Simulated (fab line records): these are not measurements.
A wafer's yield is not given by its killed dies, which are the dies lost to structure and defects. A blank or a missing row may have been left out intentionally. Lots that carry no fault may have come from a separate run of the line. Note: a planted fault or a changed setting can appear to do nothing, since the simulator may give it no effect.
Chamber matching -- flow nandHarc -- NHARC_A_WL_FILL_ALD_00 on aldHk-01: 4 sister chambers
The step deposits Al2O3, target thk 3 nm, pulse time 3 s, ald cycles 30. 4 wafers are shown with their chamber, then 10 later ones without.

== WAFERS PAIRED WITH THEIR CHAMBERS ==
wafer,chamber,heaterPowerW (W)
L087.4,1,565
L087.5,0,470
L088.2,2,517
L088.4,3,566

== WAFERS WITH NO CHAMBER GIVEN ==
wafer,heaterPowerW (W)
L088.5,507
L094.4,504
L094.5,559
L094.6,428
L093.1,556
L093.3,552
L093.4,428
L095.1,430
L095.5,568
L095.6,504

== WHICH CHAMBER EACH WENT THROUGH ==
wafer,from the rows above,in truth
L088.5,can't be placed: 2 or 0 or 1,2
L094.4,can't be placed: 2 or 0 or 1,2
L094.5,can't be placed: 1 or 3 or 2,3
L094.6,can't be placed: 0 or 2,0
L093.1,can't be placed: 1 or 3 or 2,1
L093.3,can't be placed: 1 or 3 or 2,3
L093.4,can't be placed: 0 or 2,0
L095.1,can't be placed: 0 or 2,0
L095.5,can't be placed: 3 or 1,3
L095.6,can't be placed: 2 or 0 or 1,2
Correct placement for 0 of the 10. These rows do not allow placing 10 (true chamber among the candidates in 10). Number placed wrongly: 0.
How it was worked out, from the rows above alone: a wafer's distance from a chamber is the root of the sum, over the readings, of the square of ((its reading less the chamber's mean) divided by the reading's scatter). If the next closest chamber is less than 2 further off than the closest, the wafer can't be placed; otherwise it belongs to the closest. For every chamber, the mean is computed from those of its wafers that are shown. The scatter (one wafer shown for each chamber): square how far every hidden wafer sits from the nearest shown wafer, average those squares and take the square root.
